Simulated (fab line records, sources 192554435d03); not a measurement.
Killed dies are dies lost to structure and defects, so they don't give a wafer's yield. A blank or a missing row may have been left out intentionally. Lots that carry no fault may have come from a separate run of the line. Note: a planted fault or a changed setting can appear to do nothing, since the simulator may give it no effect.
The tool behind it: which one? / flow n5 finfet / 21 lots, 63 wafers sampled, at 5 steps of a route of 1938

WHAT EACH GAUGE READ, for each wafer
N5_GATE_CUT_OVL_MEAS_14. Usual: GATE_CUT_OVL typically reads -0.1 nm, with standard deviation 0.73.
lot=L074; measured=day 4 16:07; on=overlay-02; GATE_CUT_OVL (nm)=1.7 0.6 0.9; flag=
lot=L075; measured=day 4 22:08; on=overlay-02; GATE_CUT_OVL (nm)=0.8 0.8 -0.7; flag=
lot=L076; measured=day 4 23:07; on=overlay-02; GATE_CUT_OVL (nm)=0.3 0.0 0.0; flag=
lot=L078; measured=day 5 12:46; on=overlay-02; GATE_CUT_OVL (nm)=-1.5 -1.3 -0.7; flag=
lot=L079; measured=day 5 18:46; on=overlay-02; GATE_CUT_OVL (nm)=0.1 0.9 -0.4; flag=
lot=L080; measured=day 6 00:13; on=overlay-02; GATE_CUT_OVL (nm)=-0.4 -0.3 -0.9; flag=
lot=L082; measured=day 6 10:50; on=overlay-01; GATE_CUT_OVL (nm)=-0.5 -1.3 -1.2; flag=
lot=L081; measured=day 6 11:11; on=overlay-01; GATE_CUT_OVL (nm)=-0.6 -0.1 -1.5; flag=
lot=L083; measured=day 6 16:26; on=overlay-02; GATE_CUT_OVL (nm)=0.1 -0.2 0.2; flag=
lot=L084; measured=day 6 22:56; on=overlay-01; GATE_CUT_OVL (nm)=-0.6 0.0 0.2; flag=
lot=L085; measured=day 7 10:17; on=overlay-02; GATE_CUT_OVL (nm)=-0.8 -1.2 -2.8; flag=
lot=L086; measured=day 7 22:14; on=overlay-01; GATE_CUT_OVL (nm)=-0.4 0.4 -0.7; flag=
lot=L087; measured=day 8 00:53; on=overlay-01; GATE_CUT_OVL (nm)=1.3 0.3 0.3; flag=
lot=L088; measured=day 8 04:53; on=overlay-01; GATE_CUT_OVL (nm)=0.8 -0.3 -0.9; flag=
lot=L089; measured=day 8 08:50; on=overlay-01; GATE_CUT_OVL (nm)=0.8 -0.6 0.7; flag=
lot=L091; measured=day 9 00:08; on=overlay-01; GATE_CUT_OVL (nm)=0.0 0.0 0.8; flag=
lot=L093; measured=day 9 09:44; on=overlay-01; GATE_CUT_OVL (nm)=0.3 1.3 0.6; flag=
lot=L094; measured=day 9 17:01; on=overlay-01; GATE_CUT_OVL (nm)=-0.5 -0.6 0.1; flag=
lot=L095; measured=day 9 20:55; on=overlay-02; GATE_CUT_OVL (nm)=-0.6 -1.0 -0.4; flag=
lot=L096; measured=day 10 01:10; on=overlay-01; GATE_CUT_OVL (nm)=-0.5 -0.1 -0.7; flag=
lot=L097; measured=day 10 16:56; on=overlay-01; GATE_CUT_OVL (nm)=0.6 0.7 0.2; flag=

EACH LOT AND THE TOOL THAT RAN IT (in order: tool; ch and the chambers of the sampled wafers; start)
lot=L074; N5_HKMG_FIN_STRIP_88=plasma asher-01 ch 1, day 4 09:38; N5_HKMG_FIN_ALD_71=ald metal-04 ch 0,2, day 4 10:07; N5_HKMG_FIN_ETCH_67=rie diel-02 ch 0,2,3, day 4 10:28; N5_GATE_CUT_ETCH_58=rie diel-05 ch 0,1, day 4 12:50
lot=L075; N5_HKMG_FIN_STRIP_88=plasma asher-01 ch 0,1, day 4 15:10; N5_HKMG_FIN_ALD_71=ald metal-04 ch 0,1,3, day 4 15:38; N5_HKMG_FIN_ETCH_67=rie diel-04 ch 1,2,3, day 4 15:59; N5_GATE_CUT_ETCH_58=rie diel-01 ch 0,3, day 4 18:51
lot=L076; N5_HKMG_FIN_STRIP_88=plasma asher-02 ch 0,1, day 4 16:42; N5_HKMG_FIN_ALD_71=ald metal-04 ch 0,1,3, day 4 17:04; N5_HKMG_FIN_ETCH_67=rie diel-03 ch 0,1,3, day 4 17:25; N5_GATE_CUT_ETCH_58=rie diel-05 ch 0,2,3, day 4 19:49
lot=L078; N5_HKMG_FIN_STRIP_88=plasma asher-02 ch 1, day 5 05:19; N5_HKMG_FIN_ALD_71=ald metal-04 ch 0,1, day 5 05:48; N5_HKMG_FIN_ETCH_67=rie diel-03 ch 0,1,2, day 5 06:12; N5_GATE_CUT_ETCH_58=rie diel-06 ch 0,2, day 5 09:28
lot=L079; N5_HKMG_FIN_STRIP_88=plasma asher-01 ch 0,1, day 5 12:05; N5_HKMG_FIN_ALD_71=ald metal-03 ch 0,1,2, day 5 12:34; N5_HKMG_FIN_ETCH_67=rie diel-03 ch 1,3, day 5 13:02; N5_GATE_CUT_ETCH_58=rie diel-05 ch 0,1, day 5 15:28
lot=L080; N5_HKMG_FIN_STRIP_88=plasma asher-02 ch 0,1, day 5 16:08; N5_HKMG_FIN_ALD_71=ald metal-04 ch 0,1, day 5 16:37; N5_HKMG_FIN_ETCH_67=rie diel-02 ch 0,2,3, day 5 17:01; N5_GATE_CUT_ETCH_58=rie diel-01 ch 1,2,3, day 5 19:20
lot=L082; N5_HKMG_FIN_STRIP_88=plasma asher-01 ch 0,1, day 6 04:12; N5_HKMG_FIN_ALD_71=ald metal-03 ch 0,1,3, day 6 04:41; N5_HKMG_FIN_ETCH_67=rie diel-02 ch 0,1,2, day 6 05:06; N5_GATE_CUT_ETCH_58=rie diel-05 ch 0,1,3, day 6 07:25
lot=L081; N5_HKMG_FIN_STRIP_88=plasma asher-02 ch 0, day 6 04:32; N5_HKMG_FIN_ALD_71=ald metal-02 ch 1,2,3, day 6 05:01; N5_HKMG_FIN_ETCH_67=rie diel-03 ch 2,3, day 6 05:26; N5_GATE_CUT_ETCH_58=rie diel-05 ch 0,3, day 6 07:54
lot=L083; N5_HKMG_FIN_STRIP_88=plasma asher-02 ch 0,1, day 6 09:50; N5_HKMG_FIN_ALD_71=ald metal-02 ch 0,1,2, day 6 10:19; N5_HKMG_FIN_ETCH_67=rie diel-02 ch 0,1,2, day 6 10:40; N5_GATE_CUT_ETCH_58=rie diel-01 ch 1,2,3, day 6 13:02
lot=L084; N5_HKMG_FIN_STRIP_88=plasma asher-01 ch 0,1, day 6 16:17; N5_HKMG_FIN_ALD_71=ald metal-04 ch 1,2,3, day 6 16:46; N5_HKMG_FIN_ETCH_67=rie diel-04 ch 0,1,3, day 6 17:13; N5_GATE_CUT_ETCH_58=rie diel-05 ch 0,1,3, day 6 19:32
lot=L085; N5_HKMG_FIN_STRIP_88=plasma asher-01 ch 1, day 7 03:40; N5_HKMG_FIN_ALD_71=ald metal-03 ch 0,2,3, day 7 04:08; N5_HKMG_FIN_ETCH_67=rie diel-03 ch 0,2,3, day 7 04:30; N5_GATE_CUT_ETCH_58=rie diel-05 ch 0,2, day 7 06:50
lot=L086; N5_HKMG_FIN_STRIP_88=plasma asher-02 ch 0,1, day 7 15:37; N5_HKMG_FIN_ALD_71=ald metal-03 ch 0,1,3, day 7 15:58; N5_HKMG_FIN_ETCH_67=rie diel-03 ch 0,1,2, day 7 16:28; N5_GATE_CUT_ETCH_58=rie diel-01 ch 0,2,3, day 7 18:48
lot=L087; N5_HKMG_FIN_STRIP_88=plasma asher-01 ch 0,1, day 7 18:20; N5_HKMG_FIN_ALD_71=ald metal-02 ch 0,1,2, day 7 18:49; N5_HKMG_FIN_ETCH_67=rie diel-03 ch 0,1,2, day 7 19:17; N5_GATE_CUT_ETCH_58=rie diel-06 ch 0,1,3, day 7 21:36
lot=L088; N5_HKMG_FIN_STRIP_88=plasma asher-02 ch 1, day 7 22:05; N5_HKMG_FIN_ALD_71=ald metal-04 ch 1,2,3, day 7 22:34; N5_HKMG_FIN_ETCH_67=rie diel-03 ch 0,3, day 7 23:12; N5_GATE_CUT_ETCH_58=rie diel-01 ch 2,3, day 8 01:35
lot=L089; N5_HKMG_FIN_STRIP_88=plasma asher-01 ch 0,1, day 8 02:17; N5_HKMG_FIN_ALD_71=ald metal-03 ch 0,2,3, day 8 02:40; N5_HKMG_FIN_ETCH_67=rie diel-02 ch 0,2,3, day 8 03:10; N5_GATE_CUT_ETCH_58=rie diel-01 ch 1,2, day 8 05:32
lot=L091; N5_HKMG_FIN_STRIP_88=plasma asher-01 ch 0,1, day 8 17:25; N5_HKMG_FIN_ALD_71=ald metal-03 ch 1,2,3, day 8 17:53; N5_HKMG_FIN_ETCH_67=rie diel-03 ch 0,2,3, day 8 18:16; N5_GATE_CUT_ETCH_58=rie diel-05 ch 0,1,3, day 8 20:35
lot=L093; N5_HKMG_FIN_STRIP_88=plasma asher-02 ch 0,1, day 9 03:04; N5_HKMG_FIN_ALD_71=ald metal-02 ch 0,2,3, day 9 03:33; N5_HKMG_FIN_ETCH_67=rie diel-04 ch 0,1,2, day 9 03:53; N5_GATE_CUT_ETCH_58=rie diel-01 ch 0,1,3, day 9 06:18
lot=L094; N5_HKMG_FIN_STRIP_88=plasma asher-01 ch 0,1, day 9 10:34; N5_HKMG_FIN_ALD_71=ald metal-03 ch 0,1,2, day 9 10:56; N5_HKMG_FIN_ETCH_67=rie diel-03 ch 0,2,3, day 9 11:16; N5_GATE_CUT_ETCH_58=rie diel-06 ch 0,2,3, day 9 13:35
lot=L095; N5_HKMG_FIN_STRIP_88=plasma asher-01 ch 0,1, day 9 14:04; N5_HKMG_FIN_ALD_71=ald metal-03 ch 0,1,3, day 9 14:34; N5_HKMG_FIN_ETCH_67=rie diel-04 ch 0,3, day 9 14:55; N5_GATE_CUT_ETCH_58=rie diel-06 ch 0,2,3, day 9 17:14
lot=L096; N5_HKMG_FIN_STRIP_88=plasma asher-01 ch 0,1, day 9 18:02; N5_HKMG_FIN_ALD_71=ald metal-04 ch 0,1, day 9 18:31; N5_HKMG_FIN_ETCH_67=rie diel-04 ch 0,1,2, day 9 18:56; N5_GATE_CUT_ETCH_58=rie diel-06 ch 0,2,3, day 9 21:34
lot=L097; N5_HKMG_FIN_STRIP_88=plasma asher-02 ch 1, day 10 10:05; N5_HKMG_FIN_ALD_71=ald metal-03 ch 0,2,3, day 10 10:35; N5_HKMG_FIN_ETCH_67=rie diel-02 ch 0,2,3, day 10 11:02; N5_GATE_CUT_ETCH_58=rie diel-05 ch 0,1,3, day 10 13:38
- N5_HKMG_FIN_STRIP_88: strips in N2/H2, time 360 s.
- N5_HKMG_FIN_ALD_71: deposits TiN, target thk 1 nm, pulse time 1 s, purge time 3 s.
- N5_HKMG_FIN_ETCH_67: etches SOC in N2/H2, stops on TiN, target depth 388.9 nm.
- N5_GATE_CUT_ETCH_58: etches SiNx in CH3F/O2, target depth 17 nm, time 128.6 s.

WHAT THE TOOLS THEMSELVES READ (means of the sampled wafers that have a number; where no wafer has one, the mark that the record gives instead)
N5_HKMG_FIN_STRIP_88. Usual: drypump motor current A 5.5 A, standard deviation 0.45; heater power w 493 W, standard deviation 18; temp c 299.97 C, standard deviation 0.16.
lot=L074; tool=plasma asher-01; drypump motor current A (A)=5.8; heater power w (W)=477; temp c (C)=300.10; flag=
lot=L075; tool=plasma asher-01; drypump motor current A (A)=5.5; heater power w (W)=482; temp c (C)=300.01; flag=
lot=L076; tool=plasma asher-02; drypump motor current A (A)=5.6; heater power w (W)=510; temp c (C)=299.92; flag=
lot=L078; tool=plasma asher-02; drypump motor current A (A)=6.1; heater power w (W)=511; temp c (C)=300.05; flag=
lot=L079; tool=plasma asher-01; drypump motor current A (A)=5.3; heater power w (W)=492; temp c (C)=299.85; flag=
lot=L080; tool=plasma asher-02; drypump motor current A (A)=5.8; heater power w (W)=505; temp c (C)=300.08; flag=
lot=L082; tool=plasma asher-01; drypump motor current A (A)=5.3; heater power w (W)=495; temp c (C)=299.83; flag=
lot=L081; tool=plasma asher-02; drypump motor current A (A)=5.3; heater power w (W)=499; temp c (C)=299.83; flag=
lot=L083; tool=plasma asher-02; drypump motor current A (A)=5.6; heater power w (W)=509; temp c (C)=300.16; flag=
lot=L084; tool=plasma asher-01; drypump motor current A (A)=5.3; heater power w (W)=494; temp c (C)=299.96; flag=
lot=L085; tool=plasma asher-01; drypump motor current A (A)=5.8; heater power w (W)=468; temp c (C)=300.03; flag=
lot=L086; tool=plasma asher-02; drypump motor current A (A)=5.8; heater power w (W)=507; temp c (C)=299.94; flag=
lot=L087; tool=plasma asher-01; drypump motor current A (A)=5.5; heater power w (W)=474; temp c (C)=299.83; flag=
lot=L088; tool=plasma asher-02; drypump motor current A (A)=6.1; heater power w (W)=504; temp c (C)=299.97; flag=
lot=L089; tool=plasma asher-01; drypump motor current A (A)=5.5; heater power w (W)=489; temp c (C)=299.96; flag=
lot=L091; tool=plasma asher-01; drypump motor current A (A)=5.3; heater power w (W)=497; temp c (C)=300.03; flag=
lot=L093; tool=plasma asher-02; drypump motor current A (A)=5.8; heater power w (W)=508; temp c (C)=299.87; flag=
lot=L094; tool=plasma asher-01; drypump motor current A (A)=5.3; heater power w (W)=490; temp c (C)=299.84; flag=
lot=L095; tool=plasma asher-01; drypump motor current A (A)=5.5; heater power w (W)=478; temp c (C)=299.98; flag=
lot=L096; tool=plasma asher-01; drypump motor current A (A)=5.5; heater power w (W)=478; temp c (C)=300.02; flag=
lot=L097; tool=plasma asher-02; drypump motor current A (A)=6.1; heater power w (W)=500; temp c (C)=299.77; flag=

N5_HKMG_FIN_ALD_71. Usual: heater power outer w 529 W, standard deviation 63; heater power w 873 W, standard deviation 98; precursor pulse height rel 1.001, standard deviation 0.02.
lot=L074; tool=ald metal-04; heater power outer w (W)=510; heater power w (W)=861; precursor pulse height rel=1.014; flag=
lot=L075; tool=ald metal-04; heater power outer w (W)=543; heater power w (W)=881; precursor pulse height rel=0.990; flag=
lot=L076; tool=ald metal-04; heater power outer w (W)=533; heater power w (W)=888; precursor pulse height rel=0.993; flag=
lot=L078; tool=ald metal-04; heater power outer w (W)=564; heater power w (W)=934; precursor pulse height rel=0.974; flag=
lot=L079; tool=ald metal-03; heater power outer w (W)=513; heater power w (W)=878; precursor pulse height rel=1.001; flag=
lot=L080; tool=ald metal-04; heater power outer w (W)=596; heater power w (W)=941; precursor pulse height rel=0.988; flag=
lot=L082; tool=ald metal-03; heater power outer w (W)=487; heater power w (W)=874; precursor pulse height rel=1.002; flag=
lot=L081; tool=ald metal-02; heater power outer w (W)=556; heater power w (W)=879; precursor pulse height rel=0.993; flag=
lot=L083; tool=ald metal-02; heater power outer w (W)=565; heater power w (W)=903; precursor pulse height rel=1.000; flag=
lot=L084; tool=ald metal-04; heater power outer w (W)=502; heater power w (W)=812; precursor pulse height rel=0.986; flag=
lot=L085; tool=ald metal-03; heater power outer w (W)=501; heater power w (W)=857; precursor pulse height rel=1.014; flag=
lot=L086; tool=ald metal-03; heater power outer w (W)=493; heater power w (W)=865; precursor pulse height rel=0.989; flag=
lot=L087; tool=ald metal-02; heater power outer w (W)=567; heater power w (W)=918; precursor pulse height rel=1.012; flag=
lot=L088; tool=ald metal-04; heater power outer w (W)=504; heater power w (W)=792; precursor pulse height rel=1.012; flag=
lot=L089; tool=ald metal-03; heater power outer w (W)=508; heater power w (W)=833; precursor pulse height rel=1.008; flag=
lot=L091; tool=ald metal-03; heater power outer w (W)=532; heater power w (W)=926; precursor pulse height rel=0.997; flag=
lot=L093; tool=ald metal-02; heater power outer w (W)=570; heater power w (W)=917; precursor pulse height rel=1.019; flag=
lot=L094; tool=ald metal-03; heater power outer w (W)=503; heater power w (W)=893; precursor pulse height rel=1.004; flag=
lot=L095; tool=ald metal-03; heater power outer w (W)=488; heater power w (W)=867; precursor pulse height rel=0.976; flag=
lot=L096; tool=ald metal-04; heater power outer w (W)=571; heater power w (W)=942; precursor pulse height rel=1.001; flag=
lot=L097; tool=ald metal-03; heater power outer w (W)=504; heater power w (W)=849; precursor pulse height rel=1.012; flag=

N5_HKMG_FIN_ETCH_67. Usual: drypump motor current A 5.9 A, standard deviation 0.42; oes product au 0.81 a.u., standard deviation 0.087; rf vpp V 240.8 V, standard deviation 1.6; showerhead plenum p Torr 2.54 Torr, standard deviation 0.11; throttle valve pct 17.80 %, standard deviation 0.24.
lot=L074; tool=rie diel-02; drypump motor current A (A)=6.3; oes product au (a.u.)=0.84; rf vpp V (V)=241.4; showerhead plenum p Torr (Torr)=2.58; throttle valve pct (%)=17.81; flag=
lot=L075; tool=rie diel-04; drypump motor current A (A)=6.0; oes product au (a.u.)=0.86; rf vpp V (V)=240.5; showerhead plenum p Torr (Torr)=2.50; throttle valve pct (%)=17.73; flag=
lot=L076; tool=rie diel-03; drypump motor current A (A)=5.7; oes product au (a.u.)=0.84; rf vpp V (V)=241.5; showerhead plenum p Torr (Torr)=2.57; throttle valve pct (%)=17.74; flag=
lot=L078; tool=rie diel-03; drypump motor current A (A)=5.6; oes product au (a.u.)=0.77; rf vpp V (V)=240.6; showerhead plenum p Torr (Torr)=2.51; throttle valve pct (%)=17.89; flag=
lot=L079; tool=rie diel-03; drypump motor current A (A)=5.8; oes product au (a.u.)=0.88; rf vpp V (V)=242.6; showerhead plenum p Torr (Torr)=2.63; throttle valve pct (%)=17.70; flag=
lot=L080; tool=rie diel-02; drypump motor current A (A)=6.2; oes product au (a.u.)=0.82; rf vpp V (V)=240.8; showerhead plenum p Torr (Torr)=2.58; throttle valve pct (%)=17.82; flag=
lot=L082; tool=rie diel-02; drypump motor current A (A)=6.2; oes product au (a.u.)=0.74; rf vpp V (V)=241.0; showerhead plenum p Torr (Torr)=2.51; throttle valve pct (%)=17.87; flag=
lot=L081; tool=rie diel-03; drypump motor current A (A)=5.3; oes product au (a.u.)=0.84; rf vpp V (V)=242.4; showerhead plenum p Torr (Torr)=2.66; throttle valve pct (%)=17.68; flag=
lot=L083; tool=rie diel-02; drypump motor current A (A)=6.2; oes product au (a.u.)=0.74; rf vpp V (V)=240.2; showerhead plenum p Torr (Torr)=2.51; throttle valve pct (%)=17.88; flag=
lot=L084; tool=rie diel-04; drypump motor current A (A)=6.0; oes product au (a.u.)=0.90; rf vpp V (V)=240.1; showerhead plenum p Torr (Torr)=2.52; throttle valve pct (%)=17.50; flag=
lot=L085; tool=rie diel-03; drypump motor current A (A)=5.4; oes product au (a.u.)=0.77; rf vpp V (V)=239.9; showerhead plenum p Torr (Torr)=2.55; throttle valve pct (%)=17.83; flag=
lot=L086; tool=rie diel-03; drypump motor current A (A)=5.6; oes product au (a.u.)=0.76; rf vpp V (V)=240.5; showerhead plenum p Torr (Torr)=2.50; throttle valve pct (%)=17.94; flag=
lot=L087; tool=rie diel-03; drypump motor current A (A)=5.6; oes product au (a.u.)=0.75; rf vpp V (V)=240.3; showerhead plenum p Torr (Torr)=2.50; throttle valve pct (%)=17.93; flag=
lot=L088; tool=rie diel-03; drypump motor current A (A)=5.6; oes product au (a.u.)=0.75; rf vpp V (V)=239.8; showerhead plenum p Torr (Torr)=2.49; throttle valve pct (%)=17.83; flag=
lot=L089; tool=rie diel-02; drypump motor current A (A)=6.2; oes product au (a.u.)=0.79; rf vpp V (V)=240.6; showerhead plenum p Torr (Torr)=2.56; throttle valve pct (%)=17.87; flag=
lot=L091; tool=rie diel-03; drypump motor current A (A)=5.4; oes product au (a.u.)=0.75; rf vpp V (V)=240.6; showerhead plenum p Torr (Torr)=2.54; throttle valve pct (%)=17.86; flag=
lot=L093; tool=rie diel-04; drypump motor current A (A)=6.3; oes product au (a.u.)=0.84; rf vpp V (V)=240.3; showerhead plenum p Torr (Torr)=2.49; throttle valve pct (%)=17.77; flag=
lot=L094; tool=rie diel-03; drypump motor current A (A)=5.4; oes product au (a.u.)=0.74; rf vpp V (V)=240.6; showerhead plenum p Torr (Torr)=2.54; throttle valve pct (%)=17.87; flag=
lot=L095; tool=rie diel-04; drypump motor current A (A)=5.6; oes product au (a.u.)=0.89; rf vpp V (V)=239.9; showerhead plenum p Torr (Torr)=2.48; throttle valve pct (%)=17.40; flag=
lot=L096; tool=rie diel-04; drypump motor current A (A)=6.3; oes product au (a.u.)=0.83; rf vpp V (V)=240.6; showerhead plenum p Torr (Torr)=2.49; throttle valve pct (%)=17.79; flag=
lot=L097; tool=rie diel-02; drypump motor current A (A)=6.2; oes product au (a.u.)=0.77; rf vpp V (V)=241.3; showerhead plenum p Torr (Torr)=2.56; throttle valve pct (%)=17.91; flag=

N5_GATE_CUT_ETCH_58. Usual: O2_flow_sccm 20.01 sccm, standard deviation 0.058; drypump motor current A 5.7 A, standard deviation 0.72; oes product au 0.76 a.u., standard deviation 0.072; rf vpp V 99.1 V, standard deviation 0.9; showerhead plenum p Torr 2.01 Torr, standard deviation 0.069; throttle valve pct 16.44 %, standard deviation 0.21.
lot=L074; tool=rie diel-05; O2_flow_sccm (sccm)=19.98; drypump motor current A (A)=6.7; oes product au (a.u.)=0.74; rf vpp V (V)=98.4; showerhead plenum p Torr (Torr)=1.93; throttle valve pct (%)=16.63; flag=
lot=L075; tool=rie diel-01; O2_flow_sccm (sccm)=20.00; drypump motor current A (A)=4.9; oes product au (a.u.)=0.77; rf vpp V (V)=99.2; showerhead plenum p Torr (Torr)=2.05; throttle valve pct (%)=16.51; flag=
lot=L076; tool=rie diel-05; O2_flow_sccm (sccm)=20.00; drypump motor current A (A)=5.6; oes product au (a.u.)=0.69; rf vpp V (V)=98.7; showerhead plenum p Torr (Torr)=1.96; throttle valve pct (%)=16.60; flag=
lot=L078; tool=rie diel-06; O2_flow_sccm (sccm)=19.96; drypump motor current A (A)=6.5; oes product au (a.u.)=0.74; rf vpp V (V)=99.2; showerhead plenum p Torr (Torr)=2.02; throttle valve pct (%)=16.25; flag=
lot=L079; tool=rie diel-05; O2_flow_sccm (sccm)=19.99; drypump motor current A (A)=6.7; oes product au (a.u.)=0.73; rf vpp V (V)=99.3; showerhead plenum p Torr (Torr)=1.93; throttle valve pct (%)=16.65; flag=
lot=L080; tool=rie diel-01; O2_flow_sccm (sccm)=20.03; drypump motor current A (A)=5.2; oes product au (a.u.)=0.74; rf vpp V (V)=99.2; showerhead plenum p Torr (Torr)=2.02; throttle valve pct (%)=16.48; flag=
lot=L082; tool=rie diel-05; O2_flow_sccm (sccm)=19.95; drypump motor current A (A)=6.1; oes product au (a.u.)=0.81; rf vpp V (V)=98.5; showerhead plenum p Torr (Torr)=2.00; throttle valve pct (%)=16.48; flag=
lot=L081; tool=rie diel-05; O2_flow_sccm (sccm)=19.96; drypump motor current A (A)=5.5; oes product au (a.u.)=0.89; rf vpp V (V)=98.8; showerhead plenum p Torr (Torr)=2.06; throttle valve pct (%)=16.37; flag=
lot=L083; tool=rie diel-01; O2_flow_sccm (sccm)=19.96; drypump motor current A (A)=5.1; oes product au (a.u.)=0.73; rf vpp V (V)=98.7; showerhead plenum p Torr (Torr)=2.02; throttle valve pct (%)=16.50; flag=
lot=L084; tool=rie diel-05; O2_flow_sccm (sccm)=20.03; drypump motor current A (A)=6.1; oes product au (a.u.)=0.81; rf vpp V (V)=98.9; showerhead plenum p Torr (Torr)=1.99; throttle valve pct (%)=16.48; flag=
lot=L085; tool=rie diel-05; O2_flow_sccm (sccm)=20.10; drypump motor current A (A)=6.2; oes product au (a.u.)=0.71; rf vpp V (V)=98.7; showerhead plenum p Torr (Torr)=1.96; throttle valve pct (%)=16.66; flag=
lot=L086; tool=rie diel-01; O2_flow_sccm (sccm)=20.01; drypump motor current A (A)=5.1; oes product au (a.u.)=0.76; rf vpp V (V)=98.6; showerhead plenum p Torr (Torr)=2.02; throttle valve pct (%)=16.57; flag=
lot=L087; tool=rie diel-06; O2_flow_sccm (sccm)=20.02; drypump motor current A (A)=5.7; oes product au (a.u.)=0.76; rf vpp V (V)=99.0; showerhead plenum p Torr (Torr)=2.03; throttle valve pct (%)=16.29; flag=
lot=L088; tool=rie diel-01; O2_flow_sccm (sccm)=20.01; drypump motor current A (A)=5.0; oes product au (a.u.)=0.73; rf vpp V (V)=98.8; showerhead plenum p Torr (Torr)=1.99; throttle valve pct (%)=16.60; flag=
lot=L089; tool=rie diel-01; O2_flow_sccm (sccm)=20.06; drypump motor current A (A)=5.4; oes product au (a.u.)=0.75; rf vpp V (V)=99.0; showerhead plenum p Torr (Torr)=2.03; throttle valve pct (%)=16.51; flag=
lot=L091; tool=rie diel-05; O2_flow_sccm (sccm)=20.03; drypump motor current A (A)=6.1; oes product au (a.u.)=0.77; rf vpp V (V)=98.8; showerhead plenum p Torr (Torr)=1.99; throttle valve pct (%)=16.51; flag=
lot=L093; tool=rie diel-01; O2_flow_sccm (sccm)=20.08; drypump motor current A (A)=5.0; oes product au (a.u.)=0.71; rf vpp V (V)=99.4; showerhead plenum p Torr (Torr)=2.03; throttle valve pct (%)=16.52; flag=
lot=L094; tool=rie diel-06; O2_flow_sccm (sccm)=20.00; drypump motor current A (A)=6.1; oes product au (a.u.)=0.83; rf vpp V (V)=98.7; showerhead plenum p Torr (Torr)=2.02; throttle valve pct (%)=16.15; flag=
lot=L095; tool=rie diel-06; O2_flow_sccm (sccm)=20.04; drypump motor current A (A)=6.1; oes product au (a.u.)=0.83; rf vpp V (V)=99.2; showerhead plenum p Torr (Torr)=2.02; throttle valve pct (%)=16.16; flag=
lot=L096; tool=rie diel-06; O2_flow_sccm (sccm)=19.99; drypump motor current A (A)=6.1; oes product au (a.u.)=0.82; rf vpp V (V)=99.1; showerhead plenum p Torr (Torr)=2.02; throttle valve pct (%)=16.15; flag=
lot=L097; tool=rie diel-05; O2_flow_sccm (sccm)=19.98; drypump motor current A (A)=6.1; oes product au (a.u.)=0.76; rf vpp V (V)=98.5; showerhead plenum p Torr (Torr)=1.98; throttle valve pct (%)=16.55; flag=

THE ANSWER, worked out from the rows above alone
Rule: lot off if the mean of its wafers having a number is beyond 3 standard deviations from the usual mean. Also off: a lot with no number at a reading for which 4 or more lots have one. Where the step has rows for the other lots, those lots are counted as sound. After the gauges, taken in route order, come the tools' own readings; for these a lot's mean is taken, as printed above. At the first step where some lot is off, the reading lying furthest off is the one used; lots without a number count as furthest.
None of the lots is off at any reading shown; this tells nothing.

WHAT THE SIMULATOR HAD INSERTED
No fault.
